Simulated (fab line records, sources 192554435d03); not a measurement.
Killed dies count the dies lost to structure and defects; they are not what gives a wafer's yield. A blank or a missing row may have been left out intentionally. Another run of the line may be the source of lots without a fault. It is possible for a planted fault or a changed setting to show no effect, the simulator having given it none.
The tool behind it: which one? + flow n5_finfet + 72 wafers from 24 lots sampled at 6 of the route's 1938 steps

WHAT THE GAUGES READ, wafer by wafer
N5_PMOS_HMC_CHANNEL_EPI_INSPECT_11: inspects for defects (macro).
| lot  | measured    | on                | raw_defect_count |
|------|-------------|-------------------|------------------|
| L074 | day 1 17:39 | defect_inspect-02 | 2 0 3            |
| L075 | day 1 23:56 | defect_inspect-01 | 3 1 0            |
| L076 | day 2 05:38 | defect_inspect-02 | 7 3 0            |
| L077 | day 2 12:01 | defect_inspect-01 | 0 2 1            |
| L078 | day 2 17:35 | defect_inspect-01 | 1 3 2            |
| L079 | day 3 00:20 | defect_inspect-02 | 0 1 2            |
| L080 | day 3 05:38 | defect_inspect-01 | 1 2 2            |
| L081 | day 3 11:35 | defect_inspect-01 | 2 4 3            |
| L082 | day 3 17:32 | defect_inspect-01 | 2 1 0            |
| L083 | day 3 23:17 | defect_inspect-01 | 4 2 4            |
| L084 | day 4 04:58 | defect_inspect-01 | 0 2 1            |
| L085 | day 4 11:08 | defect_inspect-01 | 5 1 3            |
| L086 | day 4 17:15 | defect_inspect-02 | 1 1 2            |
| L087 | day 4 23:05 | defect_inspect-02 | 1 3 4            |
| L088 | day 5 05:04 | defect_inspect-01 | 2 0 3            |
| L089 | day 5 11:53 | defect_inspect-01 | 3 2 2            |
| L090 | day 5 17:34 | defect_inspect-02 | 1 5 0            |
| L091 | day 6 00:10 | defect_inspect-01 | 1 2 2            |
| L092 | day 6 05:11 | defect_inspect-02 | 1 2 2            |
| L093 | day 6 11:23 | defect_inspect-01 | 5 1 1            |
| L094 | day 6 16:55 | defect_inspect-02 | 1 2 5            |
| L095 | day 6 23:02 | defect_inspect-01 | 4 4 0            |
| L096 | day 7 05:53 | defect_inspect-02 | 5 3 2            |
| L097 | day 7 12:34 | defect_inspect-02 | 1 0 1            |

N5_FIN_SAQP_INSPECT_18: inspects for defects (brightfield).
| lot  | measured    | on                | raw_defect_count |
|------|-------------|-------------------|------------------|
| L074 | day 1 22:28 | defect_inspect-02 | 403 310 378      |
| L075 | day 2 05:03 | defect_inspect-01 | 354 498 391      |
| L076 | day 2 10:23 | defect_inspect-01 | 560 393 461      |
| L077 | day 2 16:18 | defect_inspect-02 | 327 489 462      |
| L078 | day 2 22:29 | defect_inspect-02 | 637 295 267      |
| L079 | day 3 05:47 | defect_inspect-01 | 403 346 243      |
| L080 | day 3 09:56 | defect_inspect-01 | 382 408 373      |
| L081 | day 3 16:07 | defect_inspect-02 | 443 672 314      |
| L082 | day 3 21:36 | defect_inspect-01 | 361 357 289      |
| L083 | day 4 04:01 | defect_inspect-01 | 417 407 598      |
| L084 | day 4 09:07 | defect_inspect-01 | 282 343 292      |
| L085 | day 4 15:21 | defect_inspect-01 | 702 493 350      |
| L086 | day 4 21:17 | defect_inspect-02 | 356 423 337      |
| L087 | day 5 03:16 | defect_inspect-01 | 463 408 477      |
| L088 | day 5 09:15 | defect_inspect-02 | 525 596 330      |
| L089 | day 5 16:03 | defect_inspect-02 | 240 282 347      |
| L090 | day 5 22:23 | defect_inspect-01 | 384 378 401      |
| L091 | day 6 05:24 | defect_inspect-02 | 500 419 745      |
| L092 | day 6 10:10 | defect_inspect-01 | 510 485 603      |
| L093 | day 6 16:59 | defect_inspect-02 | 442 320 411      |
| L094 | day 6 21:28 | defect_inspect-01 | 343 350 246      |
| L095 | day 7 03:23 | defect_inspect-02 | 458 706 556      |
| L096 | day 7 10:37 | defect_inspect-02 | 886 672 605      |
| L097 | day 7 17:45 | defect_inspect-02 | 419 396 412      |

WHICH TOOL RAN EACH LOT (tool, then ch and the chambers of the sampled wafers, then the start)
| lot  | N5_ZERO_LAYER_ETCH_18           | N5_WELL_APT_DESCUM_30             | N5_PMOS_HMC_CHANNEL_EPI_HM_OPEN_15 | N5_FIN_SAQP_PECVD_06           |
|------|---------------------------------|-----------------------------------|------------------------------------|--------------------------------|
| L074 | rie_si-05 ch 1,2,3, day 1 12:47 | rie_diel-04 ch 1,2,3, day 1 15:11 | rie_diel-01 ch 0,2, day 1 17:55    | pecvd-01 ch 1,2, day 1 21:49   |
| L075 | rie_si-01 ch 1,2, day 1 19:12   | rie_diel-04 ch 0,1,3, day 1 21:22 | rie_diel-02 ch 0,1,3, day 2 00:02  | pecvd-01 ch 0,1, day 2 04:32   |
| L076 | rie_si-01 ch 1,2,3, day 2 00:58 | rie_diel-05 ch 0,3, day 2 02:58   | rie_diel-01 ch 2,3, day 2 05:44    | pecvd-04 ch 0,1, day 2 09:44   |
| L077 | rie_si-04 ch 2,3, day 2 07:08   | rie_diel-04 ch 0,1,3, day 2 09:15 | rie_diel-02 ch 0,1,3, day 2 12:07  | pecvd-03 ch 0,1, day 2 15:40   |
| L078 | rie_si-04 ch 0,2, day 2 13:05   | rie_diel-04 ch 1,2,3, day 2 15:22 | rie_diel-03 ch 0,1, day 2 17:49    | pecvd-01 ch 0,1,2, day 2 21:51 |
| L079 | rie_si-05 ch 0,3, day 2 18:50   | rie_diel-05 ch 0,1, day 2 21:18   | rie_diel-02 ch 0,1,2, day 3 00:27  | pecvd-01 ch 0,1, day 3 05:09   |
| L080 | rie_si-01 ch 1,2,3, day 3 00:56 | rie_diel-04 ch 0,3, day 3 03:02   | rie_diel-03 ch 1,3, day 3 05:45    | pecvd-01 ch 0,1, day 3 09:16   |
| L081 | rie_si-05 ch 0,2,3, day 3 06:55 | rie_diel-05 ch 1,2,3, day 3 09:12 | rie_diel-03 ch 1,2, day 3 11:42    | pecvd-04 ch 0,2, day 3 15:37   |
| L082 | rie_si-04 ch 0,1, day 3 13:12   | rie_diel-04 ch 0,1,2, day 3 15:22 | rie_diel-02 ch 1,3, day 3 17:39    | pecvd-04 ch 0,1,2, day 3 21:05 |
| L083 | rie_si-05 ch 2,3, day 3 18:55   | rie_diel-06 ch 1,2, day 3 21:08   | rie_diel-03 ch 2,3, day 3 23:27    | pecvd-04 ch 0,2, day 4 03:31   |
| L084 | rie_si-05 ch 1,3, day 4 00:48   | rie_diel-06 ch 1,3, day 4 02:47   | rie_diel-01 ch 0,2, day 4 05:05    | pecvd-01 ch 0,1,2, day 4 08:29 |
| L085 | rie_si-05 ch 0,2,3, day 4 06:48 | rie_diel-04 ch 0,2,3, day 4 09:08 | rie_diel-01 ch 0,2,3, day 4 11:15  | pecvd-01 ch 0,1,2, day 4 14:43 |
| L086 | rie_si-01 ch 0,2,3, day 4 12:55 | rie_diel-04 ch 0,1, day 4 15:14   | rie_diel-03 ch 0,3, day 4 17:22    | pecvd-01 ch 0,1,2, day 4 20:47 |
| L087 | rie_si-04 ch 0,2,3, day 4 18:47 | rie_diel-06 ch 1,2,3, day 4 20:56 | rie_diel-02 ch 0,2,3, day 4 23:13  | pecvd-01 ch 0,1,2, day 5 02:38 |
| L088 | rie_si-01 ch 0,3, day 5 00:47   | rie_diel-05 ch 0,1,3, day 5 03:04 | rie_diel-03 ch 2,3, day 5 05:11    | pecvd-04 ch 0,1, day 5 08:37   |
| L089 | rie_si-04 ch 1,2,3, day 5 07:05 | rie_diel-06 ch 1,2,3, day 5 09:46 | rie_diel-03 ch 1,2,3, day 5 12:00  | pecvd-03 ch 0,1,2, day 5 15:32 |
| L090 | rie_si-01 ch 2,3, day 5 12:55   | rie_diel-05 ch 0,1, day 5 15:18   | rie_diel-02 ch 1,2,3, day 5 17:41  | pecvd-04 ch 0,1, day 5 21:52   |
| L091 | rie_si-05 ch 2,3, day 5 18:55   | rie_diel-04 ch 0,1,3, day 5 22:01 | rie_diel-02 ch 1,2,3, day 6 00:16  | pecvd-03 ch 0,2, day 6 03:51   |
| L092 | rie_si-01 ch 1,2,3, day 6 00:55 | rie_diel-06 ch 0,1,2, day 6 03:02 | rie_diel-02 ch 1,2,3, day 6 05:43  | pecvd-03 ch 0,1,2, day 6 09:34 |
| L093 | rie_si-01 ch 0,2,3, day 6 06:47 | rie_diel-04 ch 2,3, day 6 08:46   | rie_diel-02 ch 0,1,3, day 6 11:30  | pecvd-04 ch 0,2, day 6 15:25   |
| L094 | rie_si-04 ch 1,2, day 6 12:48   | rie_diel-05 ch 0,1,2, day 6 14:46 | rie_diel-03 ch 1,2, day 6 17:02    | pecvd-04 ch 0,1,2, day 6 20:50 |
| L095 | rie_si-04 ch 1,2,3, day 6 18:47 | rie_diel-06 ch 0,1,3, day 6 20:49 | rie_diel-02 ch 0,2,3, day 6 23:09  | pecvd-03 ch 0,1, day 7 02:52   |
| L096 | rie_si-05 ch 2,3, day 7 00:47   | rie_diel-04 ch 0,2,3, day 7 03:17 | rie_diel-03 ch 0,1,2, day 7 06:00  | pecvd-03 ch 0,2, day 7 09:49   |
| L097 | rie_si-04 ch 0,2,3, day 7 06:55 | rie_diel-04 ch 0,1,2, day 7 10:17 | rie_diel-01 ch 0,2,3, day 7 13:24  | pecvd-04 ch 1,2, day 7 17:05   |
- N5_ZERO_LAYER_ETCH_18: etches Si in HBr/Cl2, target depth 120 nm, time 40 s.
- N5_WELL_APT_DESCUM_30: chemistry O2, time 7.9 s.
- N5_PMOS_HMC_CHANNEL_EPI_HM_OPEN_15: chemistry CHF3/O2, target SiO2, target depth 40.6 nm, time 20.3 s.
- N5_FIN_SAQP_PECVD_06: deposits a-Si from SiH4/He, target thk 60 nm, time 48.1 s.

AS READ BY THE TOOLS THEMSELVES (means over the sampled wafers that have a number; for cases with no such wafer, the mark the record gives instead)
N5_ZERO_LAYER_ETCH_18.
| lot  | tool      | HBr_flow_sccm (sccm) | drypump_motor_current_A (A) | mfc_cl2_sccm (sccm) | oes_product_au (a.u.) | throttle_valve_pct (%) |
|------|-----------|----------------------|-----------------------------|---------------------|-----------------------|------------------------|
| L074 | rie_si-05 | 150.1                | 6.2                         | 80.07               | 1.014                 | 36.10                  |
| L075 | rie_si-01 | 150.0                | 5.8                         | 80.31               | 0.985                 | 36.27                  |
| L076 | rie_si-01 | 150.1                | 5.9                         | 80.20               | 0.985                 | 36.44                  |
| L077 | rie_si-04 | 150.0                | 5.8                         | 80.32               | 1.002                 | 36.13                  |
| L078 | rie_si-04 | 150.0                | 5.6                         | 79.95               | 1.010                 | 36.28                  |
| L079 | rie_si-05 | 150.2                | 6.6                         | 79.90               | 1.011                 | 36.52                  |
| L080 | rie_si-01 | 150.3                | 5.9                         | 79.84               | 0.985                 | 36.45                  |
| L081 | rie_si-05 | 149.6                | 6.5                         | 80.06               | 1.004                 | 36.38                  |
| L082 | rie_si-04 | 149.8                | 5.7                         | 80.05               | 0.989                 | 36.50                  |
| L083 | rie_si-05 | 150.3                | 6.5                         | 79.84               | 1.009                 | 36.02                  |
| L084 | rie_si-05 | 150.1                | 6.0                         | 80.05               | 1.019                 | 36.17                  |
| L085 | rie_si-05 | 149.5                | 6.5                         | 80.22               | 1.007                 | 36.38                  |
| L086 | rie_si-01 | 150.6                | 5.8                         | 79.91               | 0.991                 | 36.26                  |
| L087 | rie_si-04 | 150.1                | 5.8                         | 79.91               | 0.997                 | 36.25                  |
| L088 | rie_si-01 | 150.3                | 5.9                         | 79.83               | 0.994                 | 36.44                  |
| L089 | rie_si-04 | 149.6                | 5.8                         | 80.12               | 0.995                 | 36.26                  |
| L090 | rie_si-01 | 150.0                | 6.0                         | 79.83               | 0.980                 | 36.38                  |
| L091 | rie_si-05 | 149.8                | 6.5                         | 80.13               | 1.012                 | 36.01                  |
| L092 | rie_si-01 | 150.1                | 5.9                         | 79.99               | 0.986                 | 36.44                  |
| L093 | rie_si-01 | 149.9                | 5.8                         | 80.08               | 0.991                 | 36.27                  |
| L094 | rie_si-04 | 150.0                | 5.7                         | 79.96               | 0.995                 | 36.40                  |
| L095 | rie_si-04 | 149.7                | 5.8                         | 79.77               | 0.998                 | 36.26                  |
| L096 | rie_si-05 | 150.5                | 6.5                         | 79.73               | 1.014                 | 36.12                  |
| L097 | rie_si-04 | 150.0                | 5.8                         | 80.21               | 1.000                 | 36.26                  |

N5_WELL_APT_DESCUM_30.
| lot  | tool        | drypump_motor_current_A (A) | oes_product_au (a.u.) | rf_vpp_V (V) | showerhead_plenum_p_Torr (Torr) | throttle_valve_pct (%) |
|------|-------------|-----------------------------|-----------------------|--------------|---------------------------------|------------------------|
| L074 | rie_diel-04 | 5.8                         | 0.82                  | 243.6        | 2.11                            | 20.35                  |
| L075 | rie_diel-04 | 5.5                         | 0.84                  | 242.5        | 2.11                            | 20.20                  |
| L076 | rie_diel-05 | 6.2                         | 0.78                  | 242.5        | 2.06                            | 20.42                  |
| L077 | rie_diel-04 | 5.5                         | 0.83                  | 244.0        | 2.11                            | 20.20                  |
| L078 | rie_diel-04 | 5.8                         | 0.82                  | 243.5        | 2.11                            | 20.35                  |
| L079 | rie_diel-05 | 6.0                         | 0.77                  | 242.4        | 2.07                            | 20.46                  |
| L080 | rie_diel-04 | 5.1                         | 0.87                  | 243.1        | 2.08                            | 20.21                  |
| L081 | rie_diel-05 | 5.3                         | 0.71                  | 244.1        | 2.10                            | 20.60                  |
| L082 | rie_diel-04 | 5.5                         | 0.84                  | 243.1        | 2.14                            | 20.22                  |
| L083 | rie_diel-06 | 5.5                         | 0.77                  | 241.9        | 2.05                            | 20.33                  |
| L084 | rie_diel-06 | 5.9                         | 0.82                  | 243.8        | 2.16                            | 20.58                  |
| L085 | rie_diel-04 | 5.5                         | 0.84                  | 243.3        | 2.09                            | 20.38                  |
| L086 | rie_diel-04 | 5.1                         | 0.84                  | 243.6        | 2.14                            | 20.10                  |
| L087 | rie_diel-06 | 5.6                         | 0.77                  | 243.0        | 2.11                            | 20.42                  |
| L088 | rie_diel-05 | 5.7                         | 0.73                  | 244.5        | 2.12                            | 20.63                  |
| L089 | rie_diel-06 | 5.6                         | 0.76                  | 243.7        | 2.11                            | 20.43                  |
| L090 | rie_diel-05 | 5.6                         | 0.74                  | 243.3        | 2.11                            | 20.68                  |
| L091 | rie_diel-04 | 5.5                         | 0.79                  | 243.5        | 2.10                            | 20.26                  |
| L092 | rie_diel-06 | 5.5                         | 0.82                  | 243.3        | 2.11                            | 20.31                  |
| L093 | rie_diel-04 | 5.8                         | 0.80                  | 242.9        | 2.09                            | 20.55                  |
| L094 | rie_diel-05 | 5.6                         | 0.81                  | 243.5        | 2.13                            | 20.38                  |
| L095 | rie_diel-06 | 5.9                         | 0.85                  | 243.5        | 2.15                            | 20.49                  |
| L096 | rie_diel-04 | 5.4                         | 0.81                  | 243.0        | 2.08                            | 20.41                  |
| L097 | rie_diel-04 | 5.5                         | 0.80                  | 243.8        | 2.13                            | 20.27                  |

N5_PMOS_HMC_CHANNEL_EPI_HM_OPEN_15.
| lot  | tool        | drypump_motor_current_A (A) | oes_product_au (a.u.) | rf_vpp_V (V) | showerhead_plenum_p_Torr (Torr) | throttle_valve_pct (%) |
|------|-------------|-----------------------------|-----------------------|--------------|---------------------------------|------------------------|
| L074 | rie_diel-01 | 6.2                         | 0.82                  | 520          | 2.45                            | 18.70                  |
| L075 | rie_diel-02 | 5.7                         | 0.72                  | 519          | 2.35                            | 19.11                  |
| L076 | rie_diel-01 | 5.5                         | 0.69                  | 533          | 2.42                            | 18.91                  |
| L077 | rie_diel-02 | 5.7                         | 0.71                  | 518          | 2.35                            | 19.12                  |
| L078 | rie_diel-03 | 5.6                         | 0.78                  | 517          | 2.48                            | 19.04                  |
| L079 | rie_diel-02 | 5.7                         | 0.71                  | 515          | 2.37                            | 19.19                  |
| L080 | rie_diel-03 | 6.3                         | 0.74                  | 515          | 2.50                            | 19.16                  |
| L081 | rie_diel-03 | 5.9                         | 0.76                  | 513          | 2.48                            | 19.09                  |
| L082 | rie_diel-02 | 5.5                         | 0.73                  | 516          | 2.33                            | 19.20                  |
| L083 | rie_diel-03 | 6.3                         | 0.71                  | 516          | 2.46                            | 18.88                  |
| L084 | rie_diel-01 | 5.9                         | 0.92                  | 522          | 2.45                            | 18.63                  |
| L085 | rie_diel-01 | 5.8                         | 0.83                  | 526          | 2.42                            | 18.70                  |
| L086 | rie_diel-03 | 6.0                         | 0.72                  | 519          | 2.46                            | 18.84                  |
| L087 | rie_diel-02 | 6.1                         | 0.69                  | 521          | 2.35                            | 19.13                  |
| L088 | rie_diel-03 | 6.1                         | 0.73                  | 516          | 2.45                            | 18.81                  |
| L089 | rie_diel-03 | 6.1                         | 0.73                  | 516          | 2.47                            | 19.00                  |
| L090 | rie_diel-02 | 5.9                         | 0.69                  | 521          | 2.33                            | 19.20                  |
| L091 | rie_diel-02 | 5.9                         | 0.70                  | 520          | 2.33                            | 19.21                  |
| L092 | rie_diel-02 | 5.9                         | 0.69                  | 520          | 2.33                            | 19.21                  |
| L093 | rie_diel-02 | 5.7                         | 0.80                  | 518          | 2.34                            | 19.03                  |
| L094 | rie_diel-03 | 5.9                         | 0.74                  | 514          | 2.48                            | 19.13                  |
| L095 | rie_diel-02 | 6.1                         | 0.78                  | 521          | 2.35                            | 19.02                  |
| L096 | rie_diel-03 | 5.5                         | 0.76                  | 517          | 2.45                            | 18.91                  |
| L097 | rie_diel-01 | 5.9                         | 0.80                  | 525          | 2.42                            | 18.74                  |

N5_FIN_SAQP_PECVD_06.
| lot  | tool     | heater_power_w (W) | showerhead_plenum_p_Torr (Torr) | throttle_valve_pct (%) |
|------|----------|--------------------|---------------------------------|------------------------|
| L074 | pecvd-01 | 786                | 5.71                            | 17.7                   |
| L075 | pecvd-01 | 950                | 5.65                            | 18.2                   |
| L076 | pecvd-04 | 950                | 5.62                            | 19.9                   |
| L077 | pecvd-03 | 837                | 5.70                            | 17.6                   |
| L078 | pecvd-01 | 862                | 5.68                            | 17.9                   |
| L079 | pecvd-01 | 900                | 5.64                            | 18.3                   |
| L080 | pecvd-01 | 853                | 5.67                            | 18.3                   |
| L081 | pecvd-04 | 1041               | 5.61                            | 19.3                   |
| L082 | pecvd-04 | 979                | 5.67                            | 18.9                   |
| L083 | pecvd-04 | 885                | 5.66                            | 18.4                   |
| L084 | pecvd-01 | 873                | 5.68                            | 18.1                   |
| L085 | pecvd-01 | 883                | 5.68                            | 18.0                   |
| L086 | pecvd-01 | 909                | 5.67                            | 18.2                   |
| L087 | pecvd-01 | 883                | 5.68                            | 18.0                   |
| L088 | pecvd-04 | 1039               | 5.62                            | 19.8                   |
| L089 | pecvd-03 | 775                | 5.72                            | 17.9                   |
| L090 | pecvd-04 | 1020               | 5.63                            | 19.9                   |
| L091 | pecvd-03 | 711                | 5.71                            | 18.1                   |
| L092 | pecvd-03 | 778                | 5.71                            | 18.0                   |
| L093 | pecvd-04 | 991                | 5.61                            | 19.3                   |
| L094 | pecvd-04 | 963                | 5.67                            | 18.9                   |
| L095 | pecvd-03 | 797                | 5.70                            | 17.7                   |
| L096 | pecvd-03 | 757                | 5.72                            | 18.3                   |
| L097 | pecvd-04 | 951                | 5.71                            | 18.3                   |

THE ANSWER, worked out from the rows above alone
Rule: the usual values come from the lots themselves. The widest of any qualifying gaps counts: lots, ordered by their means at a reading, are off when they make up no more than a third of the lots, leave a main group of 4 or more, and stand apart from it by 3 or more times the standard deviation of that group's means. If all means in a main group match to the digits the tables above print for the reading, that group is not used. A lot without any number at a reading at which 4 lots or more have one is off too. Any other lot the step has rows for is counted as sound. First the gauges in route order, then the tools' own readings, where a lot's mean is used as printed above. The first step at which some lot is off is used, and at that step the reading that is off furthest; a lot without a number counts as furthest.
No lot is off at any reading shown: from this, nothing can be told.

WHAT THE SIMULATOR HAD INSERTED
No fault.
